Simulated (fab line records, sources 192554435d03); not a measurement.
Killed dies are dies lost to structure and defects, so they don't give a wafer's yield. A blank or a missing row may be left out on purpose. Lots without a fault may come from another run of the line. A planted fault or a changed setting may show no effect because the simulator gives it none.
Chamber matching | flow n5_finfet | N5_GATE_CUT_STRIP_42 on rie_diel-04: 4 sister chambers
The step strips in O2. 22 wafers are shown with their chamber, then 11 later ones without.

WAFERS WITH THEIR CHAMBER
wafer  | chamber | drypump_motor_current_A (A) | showerhead_plenum_p_Torr (Torr) | oes_product_au (a.u.)
L075.3 | 3       | 6.8                         | 2.06                            | 0.86
L075.4 | 0       | 5.3                         | 2.19                            | 0.74
L075.5 | 3       | 6.7                         | 2.06                            | 0.88
L083.1 | 0       | 5.4                         | 2.18                            | 0.74
L083.4 | 3       | 6.7                         | 2.05                            | 0.86
L083.5 | 1       | 4.7                         | 2.19                            | 0.76
L085.2 | 0       | 5.4                         | 2.18                            | 0.73
L085.4 | 3       | 6.8                         | 2.05                            | 0.85
L085.5 | 1       | 4.7                         | 2.19                            | 0.75
L086.1 | 0       | 5.4                         | 2.18                            | 0.72
L086.3 | 1       | 4.7                         | 2.19                            | 0.75
L086.5 | 3       | 6.8                         | 2.05                            | 0.84
L088.2 | 2       | 6.5                         | 2.07                            | 0.91
L088.5 | 3       | 6.8                         | 2.05                            | 0.84
L088.6 | 1       | 4.7                         | 2.19                            | 0.74
L089.4 | 3       | 6.7                         | 2.05                            | 0.84
L089.5 | 1       | 4.7                         | 2.19                            | 0.73
L089.6 | 0       | 5.4                         | 2.18                            | 0.71
L091.1 | 0       | 5.3                         | 2.18                            | 0.72
L091.2 | 2       | 6.5                         | 2.07                            | 0.89
L091.3 | 3       | 6.7                         | 2.05                            | 0.83
L092.3 | 3       | 6.8                         | 2.05                            | 0.83

SIGNATURES (means of the wafers above)
reading                  | chamber 0 | chamber 1 | chamber 2 | chamber 3 | scatter within a chamber
drypump_motor_current_A  | 5.367     | 4.700     | 6.500     | 6.756     | 0.0444
showerhead_plenum_p_Torr | 2.1817    | 2.1900    | 2.0700    | 2.0522    | 0.00364
oes_product_au           | 0.7267    | 0.7460    | 0.9000    | 0.8478    | 0.0142
Rule: a wafer's distance from a chamber is the root of the sum, over the readings, of the square of ((its reading less the chamber's mean) divided by the reading's scatter). The wafer belongs to the nearest chamber; if the next one is less than 2 further off, it can't be placed. The scatter: the root of (the sum of the squares of (reading less its chamber's mean) over the shown wafers, divided by (wafers less chambers)).

WAFERS WITHOUT THEIR CHAMBER
wafer  | drypump_motor_current_A (A) | showerhead_plenum_p_Torr (Torr) | oes_product_au (a.u.)
L092.5 | 6.8                         | 2.05                            | 0.84
L092.6 | 6.5                         | 2.07                            | 0.89
L093.2 | 6.8                         | 2.04                            | 0.84
L093.5 | 4.7                         | 2.18                            | 0.75
L093.6 | 5.4                         | 2.17                            | 0.73
L094.1 | 4.7                         | 2.18                            | 0.74
L094.4 | 6.7                         | 2.04                            | 0.84
L094.6 | 5.4                         | 2.17                            | 0.72
L096.2 | 6.7                         | 2.04                            | 0.83
L096.4 | 6.5                         | 2.07                            | 0.88
L096.6 | 6.8                         | 2.04                            | 0.82

WHICH CHAMBER EACH WENT THROUGH
wafer  | from the rows above | in truth
L092.5 | 3                   | 3
L092.6 | 2                   | 2
L093.2 | 3                   | 3
L093.5 | 1                   | 1
L093.6 | 0                   | 0
L094.1 | 1                   | 1
L094.4 | 3                   | 3
L094.6 | 0                   | 0
L096.2 | 3                   | 3
L096.4 | 2                   | 2
L096.6 | 3                   | 3
Placed correctly: 11 of 11. Can't be placed from these rows: 0. Placed wrongly: 0.
